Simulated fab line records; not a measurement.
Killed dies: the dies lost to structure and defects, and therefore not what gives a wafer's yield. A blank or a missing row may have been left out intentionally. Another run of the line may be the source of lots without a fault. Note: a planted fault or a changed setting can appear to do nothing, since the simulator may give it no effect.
fab line records | flow n5Finfet
record: lots: 7 | wafers: 19 | lastDay: 17
route steps=1938 shown BEOL_M0_SAQP@683 BEOL_M4@1111
lots with no fault: from the same line, run without faults
startH: the number of hours between the record's first day and the start of the first shown wafer of the lot | waitH: time in hours since the lot's previous step | " as in the row above | L1.1+2: several wafers, shown together as one row | - no value, or no start was given | * or withheld: withheld | < > ~ a bound
route shown NAME@n: NAME is a module with steps in the file, n the number in the route of the first one | usual: mean/standard deviation of fault-free wafers | same: alike in all rows | chamber/n: place in a boat | sites: per-site readings | _std_site: the standard deviation of these | _edge_site: mean of outer sites minus mean of inner sites | radiusMm: for every site, how far away it sits from the centre of the wafer | mask NAME#n: copy n | behind: the last tool/chamber to shape the wafer | hold: cause of the lot's hold/its duration in hours/its outcome | device: transistor that didn't switch, given as n, p or np | end of line: tests run on the same wafers once the route is complete | a step with no rows: only its recipe | killed: count of dies lost to structure and defects at first sort (not the wafer's yield) | map: a wafer's dies, x killed, . not, _ none there
set.NAME: the setting that was run; set.NAME@STEP: the one run at that earlier step | model.NAME: the simulator's own value behind a step, which no gauge read
lots seen at some steps along the route; tables by step, rows by wafer
services: when a tool's chamber went out of use (startH, in hours from the record's first day, below 0 if earlier), for how many hours, and the reason
== steps ==
step: N5_BEOL_M0_SAQP_COAT_34
recipe: resist: CAR-EUV | spinRpm: 1500 | resistThkNm: 30
step: N5_BEOL_M0_SAQP_EBR_36
recipe: solvent: PGMEA | ebrWidthMm: 1.5
step: N5_BEOL_M0_SAQP_SOFTBAKE_35
recipe: tempC: 110 | timeS: 60 | resist: CAR-EUV
step: N5_BEOL_M0_SAQP_EXPOSE_37
recipe: maskId: M0_CUT1 | na: 0.33 | sourceShape: annular | sigmaInner: 0.35 | sigmaOuter: 0.8 | polarization: unpolarized | targetCdNm: 30 | doseMj: 44.75
step: N5_BEOL_M0_SAQP_PEB_38
recipe: pebTempC: 100 | pebTimeS: 60 | resist: CAR-EUV
step: N5_BEOL_M0_SAQP_DEVELOP_39
recipe: developTimeS: 30 | developer: TMAH | resist: CAR-EUV | rinseLiquid: surfactantRinse | dry: airSpin | devTempC: 23
step: N5_BEOL_M0_SAQP_CD_MEAS_40
recipe: targetCdNm: 30 | landingEnergyEv: 500 | detector: seInlens
usual: cdNm: 29.96/0.26
lot.wafer | tool     | chamber | startH | waitH | cdNm
L521.1    | cdSem-01 | 0       | 142.77 | -     | 29.64
L521.4    | "        | 0       | "      | "     | 29.94
L521.5    | "        | 0       | "      | "     | 29.65
L530.1    | cdSem-01 | 0       | 199.34 | -     | 29.70
L530.2    | "        | 0       | "      | "     | 29.76
L531.2    | cdSem-02 | 0       | 209.69 | -     | 29.72
L531.5    | "        | 0       | "      | "     | 29.54
L532.2    | cdSem-03 | 0       | 215.17 | -     | 29.62
L532.4    | "        | 0       | "      | "     | 29.80
L532.6    | "        | 0       | "      | "     | 29.68
L534.1    | cdSem-02 | 0       | 226.09 | -     | 29.91
L534.3    | "        | 0       | "      | "     | 30.23
L534.5    | "        | 0       | "      | "     | 30.30
L538.1    | cdSem-03 | 0       | 248.49 | -     | 30.24
L538.3    | "        | 0       | "      | "     | 30.32
L538.5    | "        | 0       | "      | "     | 29.86
L539.1    | cdSem-02 | 0       | 252.66 | -     | 30.15
L539.2    | "        | 0       | "      | "     | 30.04
L539.4    | "        | 0       | "      | "     | 30.08
step: N5_BEOL_M0_SAQP_OVL_MEAS_41
recipe: pointsPerWafer: 522
usual: M0_CUT1_OVL: 0.4/0.7
lot.wafer | tool       | chamber | startH | waitH | M0_CUT1_OVL[nm]
L521.1    | overlay-01 | 0       | 142.80 | 0.0   | 0.9
L521.4    | "          | 0       | "      | "     | 0.7
L521.5    | "          | 0       | "      | "     | 0.0
L530.1    | overlay-02 | 0       | 199.37 | 0.0   | 1.3
L530.2    | "          | 0       | "      | "     | -0.2
L531.2    | overlay-02 | 0       | 209.73 | 0.0   | 0.5
L531.5    | "          | 0       | "      | "     | 2.3
L532.2    | overlay-02 | 0       | 215.21 | 0.0   | -0.2
L532.4    | "          | 0       | "      | "     | 2.0
L532.6    | "          | 0       | "      | "     | 1.5
L534.1    | overlay-02 | 0       | 226.13 | 0.0   | 0.5
L534.3    | "          | 0       | "      | "     | 0.8
L534.5    | "          | 0       | "      | "     | 0.8
L538.1    | overlay-01 | 0       | 248.52 | 0.0   | -0.2
L538.3    | "          | 0       | "      | "     | -0.2
L538.5    | "          | 0       | "      | "     | -0.6
L539.1    | overlay-01 | 0       | 252.69 | 0.0   | 0.6
L539.2    | "          | 0       | "      | "     | 0.1
L539.4    | "          | 0       | "      | "     | -0.5
step: N5_BEOL_M0_SAQP_INSPECT_42
recipe: mode: adi | inspectInstrument: brightfield
usual: rawDefectCount: 282/78
lot.wafer | tool             | chamber | startH | waitH | rawDefectCount
L521.1    | defectInspect-01 | -       | 142.86 | 0.1   | 328
L521.4    | "                | -       | "      | "     | 419
L521.5    | "                | -       | "      | "     | 340
L530.1    | defectInspect-02 | -       | 199.43 | 0.1   | 319
L530.2    | "                | -       | "      | "     | 457
L531.2    | defectInspect-01 | -       | 209.78 | 0.0   | 261
L531.5    | "                | -       | "      | "     | 198
L532.2    | defectInspect-02 | -       | 215.26 | 0.0   | 378
L532.4    | "                | -       | "      | "     | 328
L532.6    | "                | -       | "      | "     | 228
L534.1    | defectInspect-01 | -       | 226.18 | 0.1   | 186
L534.3    | "                | -       | "      | "     | 363
L534.5    | "                | -       | "      | "     | 273
L538.1    | defectInspect-01 | -       | 248.57 | 0.1   | 274
L538.3    | "                | -       | "      | "     | 176
L538.5    | "                | -       | "      | "     | 191
L539.1    | defectInspect-02 | -       | 252.75 | 0.1   | 484
L539.2    | "                | -       | "      | "     | 603
L539.4    | "                | -       | "      | "     | 439
step: N5_BEOL_M0_SAQP_DESCUM_45
recipe: chemistry: O2 | timeS: 7 | sourcePowerW: 50 | biasPowerW: 20 | pressureMtorr: 20 | rfFrequencyHz: 2.712e+07 | tempC: 40 | resist: CAR-EUV | o2FlowSccm: 225
usual: drypumpMotorCurrentA: 5.9/0.48 | oesProductAu: 0.80/0.095 | rfVppV: 243.3/1.2 | showerheadPlenumPTorr: 2.11/0.066 | throttleValvePct: 20.40/0.24
lot.wafer | tool       | chamber | startH | waitH | drypumpMotorCurrentA | oesProductAu | rfHoursCounterH | rfVppV | showerheadPlenumPTorr | throttleValvePct
L521.1    | rieDiel-02 | 2       | 142.90 | 0.0   | 6.1                  | 0.68         | 241             | 242.3  | 2.06                  | 20.85
L521.4    | "          | 1       | "      | "     | 6.7                  | 0.81         | 80              | 243.0  | 2.13                  | 20.19
L521.5    | "          | 1       | "      | "     | 6.6                  | 0.82         | -               | 243.2  | 2.13                  | 20.20
L530.1    | rieDiel-02 | 1       | 199.46 | 0.0   | 6.6                  | 0.79         | 99              | 242.3  | 2.12                  | 20.22
L530.2    | "          | 0       | "      | "     | 6.3                  | 0.69         | 219             | 244.3  | 2.16                  | 20.22
L531.2    | rieDiel-02 | 0       | 209.82 | 0.0   | 6.2                  | 0.70         | 221             | 245.0  | 2.16                  | 20.23
L531.5    | "          | 2       | "      | "     | 6.1                  | 0.98         | -               | 242.7  | 2.05                  | 20.32
L532.2    | rieDiel-02 | 2       | 215.30 | 0.0   | 6.1                  | 0.98         | 5               | 241.6  | 2.05                  | 20.33
L532.4    | "          | 1       | "      | "     | 6.6                  | 0.79         | 102             | 242.7  | 2.12                  | 20.22
L532.6    | "          | 0       | "      | "     | 6.3                  | 0.70         | -               | 243.2  | 2.16                  | 20.23
L534.1    | rieDiel-06 | 0       | 226.22 | 0.0   | 6.0                  | 0.82         | 94              | 242.4  | 2.13                  | 20.73
L534.3    | "          | 1       | "      | "     | 5.5                  | 0.93         | 24              | 241.8  | 2.05                  | 20.21
L534.5    | "          | 0       | "      | "     | 6.0                  | 0.81         | -               | 242.7  | 2.13                  | 20.74
L538.1    | rieDiel-06 | 1       | 248.61 | 0.0   | 5.5                  | 0.91         | 29              | 241.8  | 2.04                  | 20.22
L538.3    | "          | 0       | "      | "     | 6.0                  | 0.81         | 99              | 241.7  | 2.13                  | 20.75
L538.5    | "          | 2       | "      | "     | 5.3                  | 0.73         | -               | 242.2  | 2.08                  | 20.75
L539.1    | rieDiel-03 | 3       | 252.79 | 0.0   | 5.7                  | 0.68         | 238             | 243.7  | 2.16                  | 20.67
L539.2    | "          | 1       | "      | "     | 5.7                  | 0.73         | 197             | 241.8  | 1.98                  | 20.69
L539.4    | "          | 2       | "      | "     | 6.6                  | 0.90         | 33              | 242.7  | 2.15                  | 20.27
step: N5_BEOL_M0_SAQP_ETCH_88
recipe: chemistry: N2/H2 | target: underlayer | targetDepthA: 65 | timeS: 5.2 | ionEnergyEv: 200 | maskMaterial: CAR-EUV | pressureMtorr: 30 | sourceW: 840 | biasW: 150 | n2FlowSccm: 200 | h2FlowSccm: 200 | ends: cleared
usual: drypumpMotorCurrentA: 5.9/0.48 | etchRfOnTimeS: 5.30/0.2 | h2FlowSccm: 200.0/0.59 | oesProductAu: 0.67/0.082 | rfVppV: 524.2/2.3 | showerheadPlenumPTorr: 2.56/0.07 | throttleValvePct: 17.8/0.33
lot.wafer | tool       | chamber | startH | waitH | drypumpMotorCurrentA | etchRfOnTimeS | h2FlowSccm | oesProductAu | rfHoursCounterH | rfVppV | showerheadPlenumPTorr | throttleValvePct
L521.1    | rieDiel-02 | 2       | 142.93 | 0.0   | 6.1                  | 5.50          | 200.7      | 0.58         | 241             | 524.6  | 2.54                  | 18.6
L521.4    | "          | 1       | "      | "     | 6.7                  | 5.33          | 200.0      | 0.70         | 80              | 523.4  | 2.57                  | 17.6
L521.5    | "          | 1       | "      | "     | 6.7                  | 5.33          | 200.8      | 0.69         | -               | 523.4  | 2.57                  | 17.6
L530.1    | rieDiel-02 | 1       | 199.50 | 0.0   | 6.7                  | 5.32          | 200.0      | 0.68         | 99              | 523.5  | 2.56                  | 17.6
L530.2    | "          | 0       | "      | "     | 6.3                  | 5.39          | 200.4      | 0.59         | 219             | 526.8  | 2.59                  | 17.5
L531.2    | rieDiel-02 | 0       | 209.85 | 0.0   | 6.3                  | 5.32          | 199.9      | 0.59         | 221             | 526.0  | 2.59                  | 17.5
L531.5    | "          | 2       | "      | "     | 6.1                  | 5.16          | 199.3      | 0.82         | -               | 522.5  | 2.53                  | 18.1
L532.2    | rieDiel-02 | 2       | 215.33 | 0.0   | 6.1                  | 5.15          | 200.0      | 0.81         | 5               | 521.3  | 2.53                  | 18.1
L532.4    | "          | 1       | "      | "     | 6.7                  | 5.32          | 200.0      | 0.68         | 102             | 523.6  | 2.56                  | 17.6
L532.6    | "          | 0       | "      | "     | 6.3                  | 5.38          | 199.7      | 0.57         | -               | 525.0  | 2.59                  | 17.5
L534.1    | rieDiel-06 | 0       | 226.25 | 0.0   | 6.0                  | 5.02          | 200.3      | 0.70         | 94              | 523.2  | 2.58                  | 18.0
L534.3    | "          | 1       | "      | "     | 5.5                  | 4.92          | 199.1      | 0.79         | 24              | 523.1  | 2.50                  | 17.7
L534.5    | "          | 0       | "      | "     | 6.1                  | 5.02          | 200.5      | 0.70         | -               | 523.8  | 2.58                  | 18.0
L538.1    | rieDiel-06 | 1       | 248.64 | 0.0   | 5.5                  | 4.95          | 199.2      | 0.78         | 29              | 523.1  | 2.50                  | 17.8
L538.3    | "          | 0       | "      | "     | 6.1                  | 4.99          | 200.0      | 0.70         | 99              | 526.5  | 2.58                  | 18.1
L538.5    | "          | 2       | "      | "     | 5.4                  | 5.66          | 199.5      | 0.60         | -               | 523.9  | 2.54                  | 18.3
L539.1    | rieDiel-03 | 3       | 252.82 | 0.0   | 5.7                  | 5.61          | 199.7      | 0.56         | 238             | 527.0  | 2.61                  | 18.1
L539.2    | "          | 1       | "      | "     | 5.7                  | 5.19          | 200.4      | 0.62         | 197             | 520.4  | 2.39                  | 17.9
L539.4    | "          | 2       | "      | "     | 6.6                  | 5.39          | 199.9      | 0.75         | 33              | 525.2  | 2.57                  | 17.3
step: N5_BEOL_M0_SAQP_ETCH_73
recipe: chemistry: CF4 | target: SiARC | targetDepthA: 195 | maskMaterial: CAR-EUV | timeS: 32.5 | ionEnergyEv: 80 | pressureMtorr: 40 | sourceW: 545 | biasW: 36 | Ar_flow_sccm: 100 | cf4FlowSccm: 100 | ends: cleared
usual: drypumpMotorCurrentA: 5.9/0.47 | etchRfOnTimeS: 33.0/1.2 | oesProductAu: 0.68/0.082 | rfVppV: 184.1/1.1 | showerheadPlenumPTorr: 2.16/0.058 | throttleValvePct: 15.60/0.27
lot.wafer | tool       | chamber | startH | waitH | drypumpMotorCurrentA | etchRfOnTimeS | oesProductAu | rfHoursCounterH | rfVppV | showerheadPlenumPTorr | throttleValvePct
L521.1    | rieDiel-02 | 2       | 142.95 | 0.0   | 6.1                  | 33.9          | 0.58         | 241             | 184.5  | 2.12                  | 16.01
L521.4    | "          | 1       | "      | "     | 6.6                  | 33.4          | 0.70         | 80              | 185.6  | 2.17                  | 15.40
L521.5    | "          | 1       | "      | "     | 6.6                  | 33.3          | 0.69         | -               | 184.4  | 2.17                  | 15.38
L530.1    | rieDiel-02 | 1       | 199.51 | 0.0   | 6.6                  | 33.8          | 0.66         | 99              | 184.9  | 2.16                  | 15.42
L530.2    | "          | 0       | "      | "     | 6.2                  | 33.6          | 0.59         | 219             | 184.7  | 2.22                  | 15.57
L531.2    | rieDiel-02 | 0       | 209.87 | 0.0   | 6.2                  | 33.1          | 0.58         | 221             | 184.6  | 2.22                  | 15.61
L531.5    | "          | 2       | "      | "     | 6.1                  | 32.1          | 0.83         | -               | 183.5  | 2.11                  | 15.49
L532.2    | rieDiel-02 | 2       | 215.35 | 0.0   | 6.1                  | 32.5          | 0.82         | 5               | 183.8  | 2.11                  | 15.51
L532.4    | "          | 1       | "      | "     | 6.7                  | 34.0          | 0.67         | 102             | 185.4  | 2.16                  | 15.42
L532.6    | "          | 0       | "      | "     | 6.3                  | 33.2          | 0.58         | -               | 185.5  | 2.22                  | 15.59
L534.1    | rieDiel-06 | 0       | 226.27 | 0.0   | 6.0                  | 30.9          | 0.70         | 94              | 183.9  | 2.17                  | 15.81
L534.3    | "          | 1       | "      | "     | 5.5                  | 30.7          | 0.80         | 24              | 184.1  | 2.10                  | 15.39
L534.5    | "          | 0       | "      | "     | 6.0                  | 30.8          | 0.71         | -               | 184.1  | 2.17                  | 15.82
L538.1    | rieDiel-06 | 1       | 248.66 | 0.0   | 5.5                  | 30.7          | 0.79         | 29              | 182.5  | 2.10                  | 15.38
L538.3    | "          | 0       | "      | "     | 6.0                  | 30.8          | 0.71         | 99              | 184.3  | 2.17                  | 15.83
L538.5    | "          | 2       | "      | "     | 5.4                  | 34.7          | 0.61         | -               | 184.5  | 2.14                  | 16.04
L539.1    | rieDiel-03 | 3       | 252.84 | 0.0   | 5.7                  | 34.6          | 0.56         | 238             | 184.0  | 2.20                  | 15.91
L539.2    | "          | 1       | "      | "     | 5.7                  | 32.3          | 0.62         | 197             | 183.2  | 2.06                  | 16.05
L539.4    | "          | 2       | "      | "     | 6.6                  | 33.4          | 0.76         | 33              | 184.7  | 2.18                  | 15.39
step: N5_BEOL_M0_SAQP_CUT_ETCH_46
recipe: chemistry: N2/H2 | target: SOC | targetDepthA: 1350 | overetchA: 270 | tempC: 40 | timeS: 202.5 | ionEnergyEv: 200 | maskMaterial: SiARC | pressureMtorr: 30 | sourceW: 840 | biasW: 150 | n2FlowSccm: 200 | h2FlowSccm: 200
usual: drypumpMotorCurrentA: 5.9/0.48 | h2FlowSccm: 200.0/0.63 | rfVppV: 524.2/2.2 | showerheadPlenumPTorr: 2.56/0.07 | throttleValvePct: 17.7/0.33
lot.wafer | tool       | chamber | startH | waitH | drypumpMotorCurrentA | h2FlowSccm | rfHoursCounterH | rfVppV | showerheadPlenumPTorr | throttleValvePct | model.SiARC_of_BEOL_M0_SAQP_COAT_72.thkNm
L521.1    | rieDiel-02 | 2       | 142.98 | 0.0   | 6.1                  | 201.0      | 241             | 524.0  | 2.54                  | 18.6             | 5
L521.4    | "          | 1       | "      | "     | 6.6                  | 200.0      | 80              | 524.4  | 2.57                  | 17.5             | 4.6
L521.5    | "          | 1       | "      | "     | 6.6                  | 200.5      | -               | 525.0  | 2.57                  | 17.5             | 4.6
L530.1    | rieDiel-02 | 1       | 199.55 | 0.0   | 6.6                  | 200.3      | 99              | 523.3  | 2.56                  | 17.6             | 4.8
L530.2    | "          | 0       | "      | "     | 6.3                  | 199.7      | 219             | 526.1  | 2.59                  | 17.5             | 7.2
L531.2    | rieDiel-02 | 0       | 209.90 | 0.0   | 6.3                  | 199.7      | 221             | 525.9  | 2.59                  | 17.5             | 7
L531.5    | "          | 2       | "      | "     | 6.1                  | 200.2      | -               | 521.7  | 2.53                  | 18.1             | 6.4
L532.2    | rieDiel-02 | 2       | 215.38 | 0.0   | 6.1                  | 199.2      | 5               | 523.7  | 2.53                  | 18.1             | 6.4
L532.4    | "          | 1       | "      | "     | 6.7                  | 199.7      | 102             | 525.5  | 2.56                  | 17.6             | 4.8
L532.6    | "          | 0       | "      | "     | 6.3                  | 201.0      | -               | 524.7  | 2.59                  | 17.5             | 5.4
L534.1    | rieDiel-06 | 0       | 226.30 | 0.0   | 6.1                  | 200.2      | 94              | 522.6  | 2.58                  | 18.0             | 4.6
L534.3    | "          | 1       | "      | "     | 5.5                  | 201.5      | 24              | 521.7  | 2.50                  | 17.7             | 4.2
L534.5    | "          | 0       | "      | "     | 6.1                  | 200.4      | -               | 524.7  | 2.58                  | 18.0             | 4.6
L538.1    | rieDiel-06 | 1       | 248.69 | 0.0   | 5.5                  | 199.4      | 29              | 523.0  | 2.50                  | 17.7             | 4.2
L538.3    | "          | 0       | "      | "     | 6.1                  | 199.9      | 99              | 523.9  | 2.58                  | 18.0             | 4.6
L538.5    | "          | 2       | "      | "     | 5.4                  | 200.7      | -               | 523.8  | 2.54                  | 18.3             | 5.4
L539.1    | rieDiel-03 | 3       | 252.87 | 0.0   | 5.7                  | 199.7      | 238             | 525.3  | 2.61                  | 18.1             | 5.6
L539.2    | "          | 1       | "      | "     | 5.6                  | 199.8      | 197             | 519.3  | 2.39                  | 17.8             | 5.2
L539.4    | "          | 2       | "      | "     | 6.6                  | 200.2      | 33              | 525.9  | 2.57                  | 17.3             | 5
step: N5_BEOL_M0_SAQP_STRIP_74
recipe: chemistry: N2/H2 | tempC: 40 | n2FlowSccm: 200 | h2FlowSccm: 200 | rfFrequencyHz: 6e+07
step: N5_BEOL_M4_RC_MEAS_101
usual: DIBL_N: 36.1/2 | DIBL_P: 36.3/2.4 | IOFF_N: 0.15/0.035 | IOFF_P: 0.21/0.039 | ION_N: 672/15 | ION_P: 463/9.7 | SS_N: 71.5/0.7 | SS_P: 73.2/0.75 | VT_N: 251/3.6 | VT_P: -250/3.8
lot.wafer | tool      | chamber | startH | waitH | DIBL_N[mV/V] | DIBL_P[mV/V] | IOFF_N[nA/um] | IOFF_P[nA/um] | ION_N[uA/um] | ION_P[uA/um] | SS_N[mV/dec] | SS_P[mV/dec] | VT_N[mV] | VT_P[mV]
L521.1    | prober-02 | 0       | 195.35 | 0.0   | 35.2         | 36.9         | 0.16          | 0.24          | 674          | 472          | 71.2         | 73.0         | 247      | -245
L521.4    | "         | 0       | "      | "     | 36.0         | 36.6         | 0.16          | 0.23          | 685          | 475          | 71.6         | 72.9         | 250      | -248
L521.5    | "         | 0       | "      | "     | 34.9         | 35.3         | 0.13          | 0.20          | 667          | 463          | 71.5         | 72.3         | 252      | -247
L530.1    | prober-02 | 0       | 252.27 | 0.0   | 38.5         | 39.4         | 0.20          | 0.28          | 689          | 476          | 72.4         | 74.1         | 246      | -246
L530.2    | "         | 0       | "      | "     | 37.0         | 37.2         | 0.17          | 0.24          | 696          | 474          | 71.3         | 72.7         | 247      | -248
L531.2    | prober-01 | 0       | 264.07 | 0.2   | 37.5         | 37.4         | 0.18          | 0.27          | 688          | 476          | 72.2         | 73.8         | 248      | -242
L531.5    | "         | 0       | "      | "     | 34.8         | 34.1         | 0.14          | 0.22          | 680          | 476          | 72.0         | 72.7         | 251      | -246
L532.2    | prober-02 | 0       | 276.15 | 0.2   | 35.7         | 36.1         | 0.15          | 0.21          | 685          | 468          | 72.0         | 74.1         | 252      | -251
L532.4    | "         | 0       | "      | "     | 33.8         | 32.8         | 0.12          | 0.18          | 659          | 456          | 71.5         | 72.4         | 252      | -250
L532.6    | "         | 0       | "      | "     | 37.7         | 39.1         | 0.19          | 0.27          | 684          | 473          | 72.7         | 74.9         | 247      | -248
L534.1    | prober-02 | 0       | 284.39 | 0.0   | 36.1         | 35.6         | 0.13          | 0.18          | 652          | 458          | 71.1         | 73.5         | 256      | -253
L534.3    | "         | 0       | "      | "     | 39.0         | 39.6         | 0.20          | 0.26          | 683          | 470          | 71.3         | 74.1         | 247      | -252
L534.5    | "         | 0       | "      | "     | 38.8         | 40.2         | 0.18          | 0.25          | 683          | 464          | 72.2         | 74.4         | 250      | -250
L539.1    | prober-02 | 0       | 306.59 | 0.0   | 37.4         | 37.0         | 0.18          | 0.25          | 682          | 466          | 71.8         | 73.7         | 247      | -246
L539.2    | "         | 0       | "      | "     | 34.5         | 33.2         | 0.13          | 0.19          | 672          | 467          | 70.8         | 72.8         | 253      | -248
L539.4    | "         | 0       | "      | "     | 35.6         | 34.8         | 0.14          | 0.21          | 681          | 475          | 71.1         | 73.0         | 249      | -248
L538.1    | prober-01 | 0       | 310.95 | 0.0   | 39.8         | 40.2         | 0.20          | 0.29          | 699          | 476          | 72.3         | 73.3         | 248      | -243
L538.3    | "         | 0       | "      | "     | 38.9         | 37.7         | 0.18          | 0.23          | 682          | 461          | 72.0         | 73.3         | 248      | -250
L538.5    | "         | 0       | "      | "     | 35.8         | 34.4         | 0.12          | 0.18          | 650          | 457          | 71.3         | 73.0         | 254      | -248
== services ==
tool       | chamber | startH | hours | kind
rieDiel-06 | 1       | 129.08 | -     | clean
rieDiel-06 | 1       | 129.08 | -     | consumableReplace:focusRing
rieDiel-06 | 1       | 129.08 | 22.8  | scheduledDown
rieDiel-06 | 1       | 129.08 | 22.8  | ventCycle
rieDiel-03 | 2       | 135.89 | -     | clean
rieDiel-03 | 2       | 135.89 | -     | consumableReplace:focusRing
rieDiel-03 | 2       | 135.89 | 17.7  | scheduledDown
rieDiel-03 | 2       | 135.89 | 17.7  | ventCycle
rieDiel-02 | -       | 142.37 | 0.3   | repair
rieDiel-03 | 0       | 154.19 | -     | clean
rieDiel-03 | 0       | 154.19 | -     | consumableReplace:focusRing
rieDiel-03 | 0       | 154.19 | 17.6  | scheduledDown
rieDiel-03 | 0       | 154.19 | 17.6  | ventCycle
rieDiel-02 | 2       | 172.46 | -     | clean
rieDiel-02 | 2       | 172.46 | -     | consumableReplace:focusRing
rieDiel-02 | 2       | 172.46 | 20.7  | scheduledDown
rieDiel-02 | 2       | 172.46 | 20.7  | ventCycle
== key ==
firstSign none at tools or gauges
modelEffect: step: N5_BEOL_M0_SAQP_CUT_ETCH_46 | value: SiARC_of_BEOL_M0_SAQP_COAT_72.thkNm | without: 5.05 | struck: 6.75
metAt N5_BEOL_M0_SAQP_CUT_ETCH_46
struckWafers L530.2,L531.2,L531.5,L532.2
onsetBetween 142.98 199.55
fault: kind: processParameterDrift | tool: rieDiel-02 | chamber: - | onsetH: 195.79 | steps: N5_BEOL_M0_SAQP_CUT_ETCH_46 | channel: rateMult | offset: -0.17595 | shape: step | endH: 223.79 | scope: struckWafersOnly
